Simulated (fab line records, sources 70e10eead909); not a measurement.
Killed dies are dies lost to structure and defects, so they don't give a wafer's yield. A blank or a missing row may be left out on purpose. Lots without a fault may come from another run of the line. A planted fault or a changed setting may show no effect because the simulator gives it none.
Chamber matching | flow nand_harc | NHARC_P_M2_PRE_CLEAN_32 on pecvd-02: 3 sister chambers
The step time 12 s. 20 wafers are shown with their chamber, then 10 later ones without.

WAFERS WITH THEIR CHAMBER
wafer  | chamber | heater_power_w (W)
L075.1 | 0       | 629
L075.3 | 2       | 580
L075.5 | 2       | 584
L078.1 | 2       | 526
L078.2 | 0       | 625
L078.3 | 1       | 584
L079.1 | 0       | 536
L079.2 | 1       | 579
L079.3 | 2       | 564
L083.1 | 0       | 528
L083.2 | 2       | 611
L083.6 | 0       | 530
L087.1 | 0       | 637
L087.2 | 2       | 521
L087.4 | 2       | 509
L092.2 | 2       | 558
L092.3 | 1       | 629
L092.4 | 2       | 570
L095.1 | 1       | 625
L095.2 | 2       | 593

SIGNATURES (means of the wafers above)
reading        | chamber 0 | chamber 1 | chamber 2 | scatter within a chamber
heater_power_w | 580.83    | 604.25    | 561.60    | 39.8
Rule: a wafer's distance from a chamber is the root of the sum, over the readings, of the square of ((its reading less the chamber's mean) divided by the reading's scatter). The wafer belongs to the nearest chamber; if the next one is less than 2 further off, it can't be placed. The scatter: the root of (the sum of the squares of (reading less its chamber's mean) over the shown wafers, divided by (wafers less chambers)).

WAFERS WITHOUT THEIR CHAMBER
wafer  | heater_power_w (W)
L095.5 | 623
L094.1 | 593
L094.3 | 604
L094.6 | 645
L096.1 | 537
L096.2 | 553
L096.5 | 553
L097.2 | 630
L097.3 | 505
L097.4 | 590

WHICH CHAMBER EACH WENT THROUGH
wafer  | from the rows above          | in truth
L095.5 | can't be placed: 1 or 0 or 2 | 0
L094.1 | can't be placed: 1 or 0 or 2 | 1
L094.3 | can't be placed: 1 or 0 or 2 | 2
L094.6 | can't be placed: 1 or 0 or 2 | 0
L096.1 | can't be placed: 2 or 0 or 1 | 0
L096.2 | can't be placed: 2 or 0 or 1 | 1
L096.5 | can't be placed: 2 or 0 or 1 | 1
L097.2 | can't be placed: 1 or 0 or 2 | 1
L097.3 | can't be placed: 2 or 0 or 1 | 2
L097.4 | can't be placed: 0 or 1 or 2 | 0
Placed correctly: 0 of 10. Can't be placed from these rows: 10 (the true chamber is among the candidates in 10). Placed wrongly: 0.
